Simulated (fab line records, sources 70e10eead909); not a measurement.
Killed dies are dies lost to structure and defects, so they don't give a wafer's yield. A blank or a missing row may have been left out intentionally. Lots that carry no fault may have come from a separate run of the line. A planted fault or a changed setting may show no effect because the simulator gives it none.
Problem report, 8D (eight disciplines) form, completed by code || flow nandHarc || the parts of the form that need people (team, actions taken, sign-off) are left out

1. PROBLEM STATEMENT
thkNm at NHARC_A_ONON_D2_THK_MEAS_02 reads a mean of 540 nm on 6 wafers of 2 lots; wafers without a fault read 1002 nm with a standard deviation of 8.3. That is -56 standard deviations from the usual mean.
The step: measures by ellipsometry.
First seen on wafer L404.3, day 16 15:00, on filmMetro-01. The record holds 42 wafers of 14 lots with a number at this step. By rule, "out" or "out of limits" means more than 4 standard deviations away from the usual mean. All remaining wafers that have a number are taken as sound.

2. WHAT IT IS, AND WHAT IT ISN'T
{"question": "which readings at this step", "is": "thkNm", "is not": "-"}
{"question": "which lots", "is": "L403, L404", "is not": "L394, L395, L396, L406, L407, L410, L411, L412, L413, L414, L415, L417"}
{"question": "which wafers of those lots", "is": "all that have a number", "is not": "-"}
{"question": "read on which gauges", "is": "filmMetro-01", "is not": "filmMetro-02"}
{"question": "when", "is": "from day 16 15:00", "is not": "up to then (9 sound wafers); but 27 sound wafers of L406, L407, L410, L411, L412, L413, L414, L415, L417 came after"}

3. THE SUSPECTS, EACH WITH WHAT RULES IT OUT
Counting: a tool stays on the suspect list if, at a process step up to the reading, it processed all lots that are out and no sound lot following the first of them.
- the gauge at NHARC_A_ONON_D2_THK_MEAS_02: kept. All the wafers that are out were read on filmMetro-01, and no step on other tools shows them out.
- pecvdOnon-04 at NHARC_A_ONON_D2_DEP_00 (target thk 1000 nm): ruled out as a lasting fault. After its first lot that is out, L404 (day 16 14:36), sound lots L417 ran on it.
After counting, what remains is filmMetro-01 at NHARC_A_ONON_D2_THK_MEAS_02.

4. THE CAUSE (what the simulator had put in)
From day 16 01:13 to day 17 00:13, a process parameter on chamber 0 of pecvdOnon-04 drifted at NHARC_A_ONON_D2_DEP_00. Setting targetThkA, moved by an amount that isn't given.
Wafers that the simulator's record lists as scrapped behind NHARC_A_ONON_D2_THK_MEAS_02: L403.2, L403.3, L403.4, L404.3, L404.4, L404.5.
Counting ruled it out, wrongly: the rule takes a fault to strike every lot that its tool runs from its start on, and this one did not.

5. THE CHAIN OF EFFECTS, in route order
Each row: a reading where the mean over the struck wafers with a number is more than 3 standard deviations away from the usual. Only readings whose record carries a usual standard deviation are examined. hours: median over the lots of the time between each lot's start at the first step of this table that gives one and its start at this step. sigmas: the change, counted in usual standard deviations.
{"hours": 0, "step": "NHARC_A_ONON_D2_THK_MEAS_02", "reading": "thkNm", "usual": "1002 nm", "on struck wafers": 540, "change": -462, "sigmas": -56}

6. HOW IT WOULD HAVE BEEN CAUGHT EARLIER
In this record the first reading out of limits at a measuring or inspecting step was taken at day 16 15:00, 14 hours after the fault began at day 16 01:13.
